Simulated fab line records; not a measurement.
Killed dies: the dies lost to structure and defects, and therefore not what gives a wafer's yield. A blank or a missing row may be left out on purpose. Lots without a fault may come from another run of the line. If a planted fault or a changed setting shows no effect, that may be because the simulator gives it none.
Chamber matching + flow nand harc + NHARC_P_M2_ETCH_35 on rie diel-09: 4 sister chambers
The step etches the open film in N2/H2, target depth 40 nm, overetch 12 nm, time 43.94 s. 20 wafers are shown with their chamber, then 10 later ones without.

== WAFERS WITH THEIR CHAMBER ==
| wafer  | chamber | showerhead plenum p Torr (Torr) | drypump motor current A (A) | rf vpp V (V) |
|--------|---------|---------------------------------|-----------------------------|--------------|
| L074.2 | 1       | 1.93                            | 6.0                         | 427          |
| L074.3 | 2       | 2.13                            | 5.7                         | 433          |
| L074.6 | 2       | 2.13                            | 5.7                         | 432          |
| L077.3 | 1       | 1.93                            | 6.0                         | 427          |
| L077.4 | 3       | 2.21                            | 6.2                         | 436          |
| L077.6 | 2       | 2.13                            | 5.7                         | 432          |
| L078.1 | 2       | 2.13                            | 5.6                         | 434          |
| L078.4 | 1       | 1.93                            | 6.0                         | 427          |
| L078.6 | 1       | 1.93                            | 6.0                         | 428          |
| L079.1 | 1       | 1.93                            | 6.0                         | 427          |
| L079.2 | 3       | 2.20                            | 6.2                         | 435          |
| L079.4 | 0       | 1.90                            | 5.6                         | 427          |
| L082.1 | 2       | 2.13                            | 5.6                         | 433          |
| L082.2 | 0       | 1.90                            | 5.6                         | 426          |
| L082.4 | 3       | 2.20                            | 6.2                         | 434          |
| L083.2 | 2       | 2.13                            | 5.6                         | 432          |
| L083.3 | 3       | 2.20                            | 6.2                         | 436          |
| L083.4 | 0       | 1.90                            | 5.6                         | 427          |
| L085.2 | 2       | 2.13                            | 5.6                         | 433          |
| L085.3 | 0       | 1.90                            | 5.6                         | 426          |

SIGNATURES, as means of the wafers listed above
| reading                  | chamber 0 | chamber 1 | chamber 2 | chamber 3 | scatter within a chamber |
|--------------------------|-----------|-----------|-----------|-----------|--------------------------|
| showerhead plenum p Torr | 1.9000    | 1.9300    | 2.1300    | 2.2025    | 0.00217                  |
| drypump motor current A  | 5.600     | 6.000     | 5.643     | 6.200     | 0.0327                   |
| rf vpp V                 | 426.50    | 427.20    | 432.71    | 435.25    | 0.706                    |
Rule: a wafer lies at a distance from a chamber equal to the root of the sum of squares, over the readings, of (its reading less the chamber's mean, divided by the reading's scatter). If the next closest chamber is less than 2 further off than the closest, the wafer can't be placed; otherwise it belongs to the closest. How the scatter is found: for the shown wafers, subtract from each reading the mean of its chamber, square and add these, divide the total by (wafers less chambers), then take the root.

== WAFERS WITH NO CHAMBER GIVEN ==
| wafer  | showerhead plenum p Torr (Torr) | drypump motor current A (A) | rf vpp V (V) |
|--------|---------------------------------|-----------------------------|--------------|
| L085.6 | 1.93                            | 6.0                         | 426          |
| L086.3 | 2.13                            | 5.6                         | 434          |
| L086.4 | 2.20                            | 6.2                         | 435          |
| L086.5 | 2.20                            | 6.2                         | 434          |
| L087.2 | 2.20                            | 6.2                         | 434          |
| L087.4 | 1.93                            | 6.0                         | 428          |
| L087.5 | 2.12                            | 5.7                         | 433          |
| L097.2 | 2.20                            | 6.2                         | 434          |
| L097.3 | 1.90                            | 5.6                         | 426          |
| L097.5 | 1.93                            | 6.0                         | 427          |

== WHICH CHAMBER EACH WENT THROUGH ==
| wafer  | from the rows above | in truth |
|--------|---------------------|----------|
| L085.6 | 1                   | 1        |
| L086.3 | 2                   | 2        |
| L086.4 | 3                   | 3        |
| L086.5 | 3                   | 3        |
| L087.2 | 3                   | 3        |
| L087.4 | 1                   | 1        |
| L087.5 | 2                   | 2        |
| L097.2 | 3                   | 3        |
| L097.3 | 0                   | 0        |
| L097.5 | 1                   | 1        |
Placed correctly: 10 of 10. Can't be placed from these rows: 0. Placed wrongly: 0.
